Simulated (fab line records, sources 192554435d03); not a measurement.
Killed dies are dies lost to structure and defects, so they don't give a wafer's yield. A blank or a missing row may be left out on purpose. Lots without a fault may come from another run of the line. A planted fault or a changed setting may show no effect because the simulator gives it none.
Chamber matching | flow n5_finfet | N5_BEOL_M9_CURE_72 on uv_cure-03: 3 sister chambers
The step cures SiCOH lowk, time 120 s. 16 wafers are shown with their chamber, then 8 later ones without.

WAFERS WITH THEIR CHAMBER
wafer  | chamber | wafer_temp_C_max | lamp_power_pct (%)
L074.1 | 1       | 371.3            | 52.29
L074.2 | 1       | 371.5            | 52.38
L074.6 | 1       | 371.5            | 52.28
L075.2 | 1       | 371.4            | 52.40
L075.3 | 1       | 371.7            | 52.26
L075.5 | 1       | 372.4            | 52.34
L078.2 | 0       | 370.8            | 52.42
L078.5 | 0       | 370.9            | 52.22
L078.6 | 0       | 371.1            | 52.31
L087.1 | 2       | 371.6            | 52.32
L087.4 | 2       | 371.4            | 52.40
L087.6 | 2       | 371.2            | 52.34
L092.1 | 2       | 371.5            | 52.21
L092.3 | 2       | 371.6            | 52.27
L092.4 | 2       | 371.4            | 52.38
L089.1 | 1       | 372.0            | 52.38

SIGNATURES (means of the wafers above)
reading          | chamber 0 | chamber 1 | chamber 2 | scatter within a chamber
wafer_temp_C_max | 370.933   | 371.686   | 371.450   | 0.287
lamp_power_pct   | 52.3167   | 52.3329   | 52.3200   | 0.0702
Rule: a wafer's distance from a chamber is the root of the sum, over the readings, of the square of ((its reading less the chamber's mean) divided by the reading's scatter). The wafer belongs to the nearest chamber; if the next one is less than 2 further off, it can't be placed. The scatter: the root of (the sum of the squares of (reading less its chamber's mean) over the shown wafers, divided by (wafers less chambers)).

WAFERS WITHOUT THEIR CHAMBER
wafer  | wafer_temp_C_max | lamp_power_pct (%)
L089.3 | 372.0            | 52.26
L089.5 | 371.5            | 52.25
L090.1 | 371.3            | 52.27
L090.2 | 371.2            | 52.33
L090.3 | 371.2            | 52.26
L097.3 | 371.6            | 52.26
L097.5 | 371.1            | 52.26
L097.6 | 371.0            | 52.40

WHICH CHAMBER EACH WENT THROUGH
wafer  | from the rows above          | in truth
L089.3 | can't be placed: 1 or 2      | 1
L089.5 | can't be placed: 2 or 1 or 0 | 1
L090.1 | can't be placed: 2 or 0 or 1 | 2
L090.2 | can't be placed: 2 or 0 or 1 | 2
L090.3 | can't be placed: 2 or 0 or 1 | 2
L097.3 | can't be placed: 2 or 1 or 0 | 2
L097.5 | can't be placed: 0 or 2 or 1 | 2
L097.6 | can't be placed: 0 or 2 or 1 | 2
Placed correctly: 0 of 8. Can't be placed from these rows: 8 (the true chamber is among the candidates in 8). Placed wrongly: 0.
